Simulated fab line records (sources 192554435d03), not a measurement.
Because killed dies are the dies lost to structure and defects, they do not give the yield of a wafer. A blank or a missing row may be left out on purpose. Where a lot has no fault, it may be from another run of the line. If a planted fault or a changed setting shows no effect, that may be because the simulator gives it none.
The same fault as seen by 2 desks | flow n5-finfet | numbers are kept per desk, each desk with only its own; the story behind them comes last

FOR THE TOOL OWNER'S DESK: lpcvd-01
The tool's own readings at N5_DUMMY_GATE_CVD_03 (deposits a-Si from SiH4, target thk 150 nm, time 8042 s): means of the sampled wafers that have a number, for each lot that ran on this tool. The brackets show how far a lot's mean lies from the usual mean; more than 4 standard deviations puts the lot out of limits, marked OUT.
Columns: A = spike-tc-upper-C at N5_DUMMY_GATE_CVD_03, usual 530.1 C
lot  | first seen here | A
L810 | day 2 13:22     | 530.3
L815 | day 3 19:48     | 530.2
L816 | day 4 00:38     | 529.6
L817 | day 4 10:23     | 529.5
L831 | day 7 19:57     | 529.7
L832 | day 8 01:25     | 529.5
Finding of this desk: none of the 6 lots has anything out of limits.

METROLOGY DESK
Means of the sampled wafers that have a number, per lot and without regard to the tool the lot ran on: this is what the gauges read. The brackets show how far a lot's mean lies from the usual mean; more than 4 standard deviations puts the lot out of limits, marked OUT. 7 of its 11 readings are shown, namely those furthest out on some lot.
Columns: A = cd-nm at N5_DUMMY_GATE_CD_MEAS_15, usual 25.04 nm; B = DIBL_N at N5_BEOL_M4_RC_MEAS_101, usual 36.3 mV/V; C = DIBL_P at N5_BEOL_M4_RC_MEAS_101, usual 36.5 mV/V; D = IOFF_P at N5_BEOL_M4_RC_MEAS_101, usual 0.22 nA/um; E = ION_N at N5_BEOL_M4_RC_MEAS_101, usual 675 uA/um; F = ION_P at N5_BEOL_M4_RC_MEAS_101, usual 465 uA/um; G = SS_P at N5_BEOL_M4_RC_MEAS_101, usual 73.3 mV/dec
lot  | first seen here | A     | B    | C    | D    | E   | F   | G
L810 | day 2 21:47     | 24.99 | 37.0 | 38.0 | 0.25 | 681 | 471 | 73.2
L815 | day 4 04:13     | 25.26 | -    | -    | -    | -   | -   | -
L816 | day 4 09:02     | 24.83 | -    | -    | -    | -   | -   | -
L817 | day 4 18:40     | 25.03 | -    | -    | -    | -   | -   | -
L826 | day 6 21:20     | 25.29 | 33.3 | 34.9 | 0.19 | 666 | 460 | 73.1
L827 | day 7 04:23     | 25.03 | 34.8 | 36.6 | 0.19 | 666 | 460 | 72.5
L828 | day 7 09:52     | 25.17 | 38.2 | 37.9 | 0.26 | 671 | 461 | 73.5
L830 | day 8 02:28     | 25.37 | 37.5 | 35.9 | 0.23 | 683 | 470 | 73.4
L831 | day 8 06:14     | 24.63 | 36.6 | 36.2 | 0.20 | 674 | 459 | 72.8
L832 | day 8 09:49     | 25.13 | 37.8 | 39.4 | 0.25 | 692 | 475 | 74.2
Finding of this desk: none of the 10 lots has anything out of limits.

BROUGHT TOGETHER
The tool owner's desk saw nothing out of limits.
The metrology desk saw nothing out of limits.

WHAT WAS PUT IN BY THE SIMULATOR
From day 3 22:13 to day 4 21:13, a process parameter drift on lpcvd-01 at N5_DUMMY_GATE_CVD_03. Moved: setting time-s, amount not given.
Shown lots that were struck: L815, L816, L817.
